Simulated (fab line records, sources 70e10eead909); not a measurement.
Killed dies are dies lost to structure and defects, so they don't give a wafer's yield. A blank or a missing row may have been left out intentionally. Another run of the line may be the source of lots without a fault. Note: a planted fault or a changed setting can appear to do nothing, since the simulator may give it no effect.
What tool caused it?    flow nand_harc    13 lots, 39 wafers sampled, at 5 steps of a route of 1302

WHAT EACH GAUGE READ, for each wafer
NHARC_A_M1_OVL_MEAS_10: pitch 240 nm. Usual: overlay_x_nm -0.2 nm, standard deviation 0.92; overlay_y_nm 0.0 nm, standard deviation 0.85.
lot   measured      on          overlay_x_nm (nm)  overlay_y_nm (nm)  flag
L617  day 23 05:14  overlay-02  -1.7 -1.1 -1.4     0.9 0.9 0.7        
L615  day 23 06:15  overlay-01  1.0 1.2 1.3        -1.3 -0.6 -1.2     
L616  day 23 08:22  overlay-01  0.9 1.5 1.2        -0.3 -0.3 -0.4     
L618  day 24 16:19  overlay-01  -0.4 -0.3 -0.5     0.3 -0.1 0.3       
L623  day 26 20:12  overlay-02  -0.5 -0.8 -0.7     2.6 1.7 2.1        
L627  day 27 11:32  overlay-01  -0.8 -1.3 -0.9     -0.5 -0.7 -1.1     
L628  day 28 19:07  overlay-02  -1.0 -1.3 -1.2     -0.2 0.3 -0.5      
L632  day 30 03:55  overlay-02  -0.3 -0.4 -0.1     0.2 -0.3 -0.4      
L633  day 30 06:41  overlay-02  -1.5 -2.2 -1.7     0.6 0.1 0.1        
L631  day 30 11:08  overlay-01  0.7 1.0 -0.2       0.5 0.4 0.5        
L634  day 30 21:09  overlay-02  -0.5 0.1 -0.3      -1.1 -0.6 -0.2     
L635  day 32 05:46  overlay-02  -0.5 -0.5 -1.3     0.8 1.4 0.3        
L637  day 32 11:38  overlay-02  0.1 0.6 0.5        1.7 0.9 0.5        

NHARC_A_M1_CD_MEAS_16. Usual: 121.0 nm for cd_nm, sd 1.1.
lot   measured      on         cd_nm (nm)         flag
L617  day 23 05:38  cd_sem-01  120.9 121.3 121.2  
L615  day 23 06:40  cd_sem-03  120.6 118.9 121.6  
L616  day 23 08:46  cd_sem-01  121.2 121.4 122.0  
L618  day 24 16:43  cd_sem-02  120.5 120.2 121.6  
L623  day 26 20:36  cd_sem-03  121.9 121.5 122.9  
L627  day 27 11:56  cd_sem-02  122.8 122.9 123.1  
L628  day 28 19:33  cd_sem-01  121.4 119.2 121.0  
L632  day 30 04:19  cd_sem-02  123.4 122.9 122.2  
L633  day 30 07:05  cd_sem-01  120.2 120.1 121.9  
L631  day 30 11:32  cd_sem-03  121.7 122.1 121.2  
L634  day 30 21:34  cd_sem-03  120.9 120.7 119.8  
L635  day 32 06:10  cd_sem-02  121.5 122.3 121.0  
L637  day 32 12:02  cd_sem-01  121.6 119.5 120.4  

NHARC_END_SORT_01. Usual: defect_limited_yield 91.5 %, standard deviation 2.7; killed_at_array 52, standard deviation 19; killed_at_other 0.9, standard deviation 1.3; killed_at_periphery 4, standard deviation 3.1; killed_dies 57, standard deviation 18; killed_open 3.2, standard deviation 1.7; killed_short 2.3, standard deviation 1.4; sort_bin_2_pct 2.9 %, standard deviation 1.2; sort_bin_3_pct 0.6 %, standard deviation 0.42; sort_bin_4_pct 4.9 %, standard deviation 1.5; sort_n_pass 620, standard deviation 18; sort_rim_yield_pct 93 %, standard deviation 4.3; sort_yield_pct 91.5 %, standard deviation 2.7.
lot   measured      on         defect_limited_yield (%)  killed_at_array  killed_at_other  killed_at_periphery  killed_dies  killed_open  killed_short  sort_bin_2_pct (%)  sort_bin_3_pct (%)  sort_bin_4_pct (%)  sort_n_pass  sort_rim_yield_pct (%)  sort_yield_pct (%)  flag
L617  day 24 16:48  prober-01  92.5 91.3 92.0            48 57 51         1 0 1            2 2 2                51 59 54     1 2 2        1 0 2         2.5 3.2 2.5         0.3 0.6 0.7         4.7 4.9 4.7         626 618 623  97 96 95                92.5 91.3 92.0      
L615  day 24 17:38  prober-02  93.5 92.6 93.4            35 46 37         0 0 0            9 4 8                44 50 45     4 5 1        0 1 2         2.5 2.5 2.4         0.1 0.1 0.4         3.8 4.7 3.8         633 627 632  93 90 94                93.5 92.6 93.4      
L616  day 25 00:32  prober-01  89.5 91.1 87.0            64 52 82         1 0 1            6 8 5                71 60 88     4 2 1        2 2 2         3.2 3.1 4.7         0.7 0.6 1.3         6.5 5.2 6.9         606 617 589  93 92 98                89.5 91.1 87.0      
L618  day 26 03:43  prober-01  91.0 91.6 91.1            52 50 53         0 2 2            9 5 5                61 57 60     4 1 2        0 2 6         3.8 3.1 3.5         0.9 1.2 0.4         4.3 4.1 4.9         616 620 617  97 88 98                91.0 91.6 91.1      
L623  day 28 14:03  prober-01  95.0 91.6 95.9            30 49 24         2 1 1            2 7 3                34 57 28     3 4 5        3 1 2         1.9 2.7 1.6         0.1 0.3 0.3         3.0 5.5 2.2         643 620 649  87 97 93                95.0 91.6 95.9      
L627  day 29 00:25  prober-02  96.9 96.9 96.5            17 20 21         0 0 0            4 1 3                21 21 24     3 1 3        3 4 2         0.9 1.2 1.8         0.3 0.3 0.1         1.9 1.6 1.6         656 656 653  96 98 95                96.9 96.9 96.5      
L628  day 30 07:48  prober-01  86.0 87.7 84.2            88 78 106        1 0 0            6 5 1                95 83 107    1 4 5        3 1 1         4.1 5.0 5.5         0.7 1.9 1.0         9.2 5.3 9.3         582 594 570  92 85 92                86.0 87.7 84.2      
L632  day 31 18:06  prober-01  93.2 94.5 94.7            42 29 31         0 0 0            4 8 5                46 37 36     4 3 1        6 2 1         2.1 2.4 1.3         0.3 0 0.3           4.4 3.1 3.7         631 640 641  91 92 85                93.2 94.5 94.7      
L633  day 31 19:00  prober-02  91.3 92.3 93.2            57 52 44         0 0 0            2 0 2                59 52 46     2 4 3        2 2 2         2.8 2.7 3.0         0.7 0.7 0.6         5.2 4.3 3.2         618 625 631  99 91 89                91.3 92.3 93.2      
L631  day 32 04:17  prober-01  93.1 92.2 93.9            41 51 36         0 0 1            6 2 4                47 53 41     2 3 6        2 4 4         2.4 2.5 2.7         0.4 0.3 0.1         4.1 5.0 3.2         630 624 636  94 97 92                93.1 92.2 93.9      
L634  day 32 19:02  prober-01  95.0 90.0 91.7            29 65 49         1 2 0            4 1 7                34 68 56     3 3 3        3 1 1         1.3 3.1 2.7         0.7 0.6 0.6         3.0 6.4 5.0         643 609 621  90 94 88                95.0 90.0 91.7      
L635  day 33 20:46  prober-02  96.0 94.2 94.4            18 24 25         1 1 0            8 14 13              27 39 38     5 3 4        3 1 1         0.7 2.4 1.9         0.1 0.1 0.6         3.1 3.2 3.1         650 638 639  97 98 96                96.0 94.2 94.4      
L637  day 34 01:47  prober-01  94.7 91.3 91.7            34 55 53         2 2 1            0 2 2                36 59 56     5 2 3        2 4 2         1.9 1.3 3.0         0.3 1.6 0.1         3.1 5.8 5.2         641 618 621  90 97 98                94.7 91.3 91.7      

EACH LOT AND THE TOOL THAT RAN IT (in order: tool; ch and the chambers of the sampled wafers; start)
lot   NHARC_A_M0_PVD_21                        NHARC_A_M1_EXPOSE_06
L617  pvd_sputter-01, day 23 05:00 or earlier  arfi_scanner-03 ch 0, day 23 05:00
L615  pvd_sputter-02, day 23 06:02 or earlier  arfi_scanner-02 ch 0, day 23 06:02
L616  pvd_sputter-02, day 23 08:08 or earlier  arfi_scanner-01 ch 0, day 23 08:08
L618  pvd_sputter-03, day 24 16:05 or earlier  arfi_scanner-02 ch 0, day 24 16:05
L623  pvd_sputter-03, day 26 19:58 or earlier  arfi_scanner-03 ch 0, day 26 19:58
L627  pvd_sputter-02, day 27 11:19 or earlier  arfi_scanner-03 ch 0, day 27 11:19
L628  pvd_sputter-01, day 28 18:53 or earlier  arfi_scanner-03 ch 0, day 28 18:53
L632  pvd_sputter-02, day 30 03:40 or earlier  arfi_scanner-02 ch 0, day 30 03:40
L633  pvd_sputter-02, day 30 06:28 or earlier  arfi_scanner-01 ch 0, day 30 06:28
L631  pvd_sputter-01, day 30 10:55 or earlier  arfi_scanner-01 ch 0, day 30 10:55
L634  pvd_sputter-01, day 30 20:56 or earlier  arfi_scanner-02 ch 0, day 30 20:56
L635  pvd_sputter-02, day 32 05:32 or earlier  arfi_scanner-02 ch 0, day 32 05:32
L637  pvd_sputter-03, day 32 11:25 or earlier  arfi_scanner-01 ch 0, day 32 11:25
- NHARC_A_M0_PVD_21: deposits Cu, target thk 30 nm, time 20.49 s.
- NHARC_A_M1_EXPOSE_06: exposes mask A M1, target cd 120 nm.

AS READ BY THE TOOLS THEMSELVES (means over the sampled wafers that have a number; for cases with no such wafer, the mark the record gives instead)
NHARC_A_M0_PVD_21. Usual: 30.2 % for throttle_valve_pct, sd 1.3.
lot   tool            throttle_valve_pct (%)  flag
L617  pvd_sputter-01  30.3                    
L615  pvd_sputter-02  30.6                    
L616  pvd_sputter-02  30.7                    
L618  pvd_sputter-03  31.0                    
L623  pvd_sputter-03  30.8                    
L627  pvd_sputter-02  30.5                    
L628  pvd_sputter-01  30.1                    
L632  pvd_sputter-02  29.6                    
L633  pvd_sputter-02  30.5                    
L631  pvd_sputter-01  30.3                    
L634  pvd_sputter-01  29.7                    
L635  pvd_sputter-02  30.0                    
L637  pvd_sputter-03  29.5                    

NHARC_A_M1_EXPOSE_06. Usual: 75.13 for exposure_dose_mJ_cm2, sd 0.08.
lot   tool             exposure_dose_mJ_cm2  flag
L617  arfi_scanner-03  75.06                 
L615  arfi_scanner-02  75.23                 
L616  arfi_scanner-01  75.14                 
L618  arfi_scanner-02  75.09                 
L623  arfi_scanner-03  76.89                 OFF
L627  arfi_scanner-03  76.54                 OFF
L628  arfi_scanner-03  75.78                 OFF
L632  arfi_scanner-02  75.05                 
L633  arfi_scanner-01  74.96                 
L631  arfi_scanner-01  75.14                 
L634  arfi_scanner-02  75.18                 
L635  arfi_scanner-02  75.04                 
L637  arfi_scanner-01  75.17                 

THE ANSWER, worked out from the rows above alone
Rule: a lot is off if the mean of its wafers that have a number lies more than 3 standard deviations from the usual mean. Also off: a lot with no number at a reading for which 4 or more lots have one. Where the step has rows for the other lots, those lots are counted as sound. Order of review: gauges by route order, followed by the tools' own readings, for which a lot's mean as printed above is used. The first step at which some lot is off is used, and at that step the reading that is off furthest; a lot without a number counts as furthest.
Off at NHARC_A_M1_EXPOSE_06 (exposure_dose_mJ_cm2): L623, L627, L628.
If a tool, at that step or one of the process steps before it, ran each lot that is off and ran no sound lot following the first of them, it fits. NHARC_A_M0_PVD_21: start missing for some lots; hours and lot order therefore follow NHARC_A_M1_EXPOSE_06. One fits: NHARC_A_M1_EXPOSE_06 on arfi_scanner-03. Its last sound lot is L617 (day 23 05:00), its first lot that is off L623 (day 26 19:58): a fault that began between those two fits.
On the lots that are off, the tool's own readings at NHARC_A_M1_EXPOSE_06 differ by more than 5 times the standard deviation of the sound lots' means, which bears it out; exposure_dose_mJ_cm2 reads 76.40 there versus 75.11 on the sound lots.

WHAT HAD BEEN PUT IN BY THE SIMULATOR
Drift in process parameters on arfi_scanner-03 at NHARC_A_M1_EXPOSE_06, starting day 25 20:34. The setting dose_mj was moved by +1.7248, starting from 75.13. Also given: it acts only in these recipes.
Struck lots among those shown: L623, L627, L628. Same finding as the rule above.
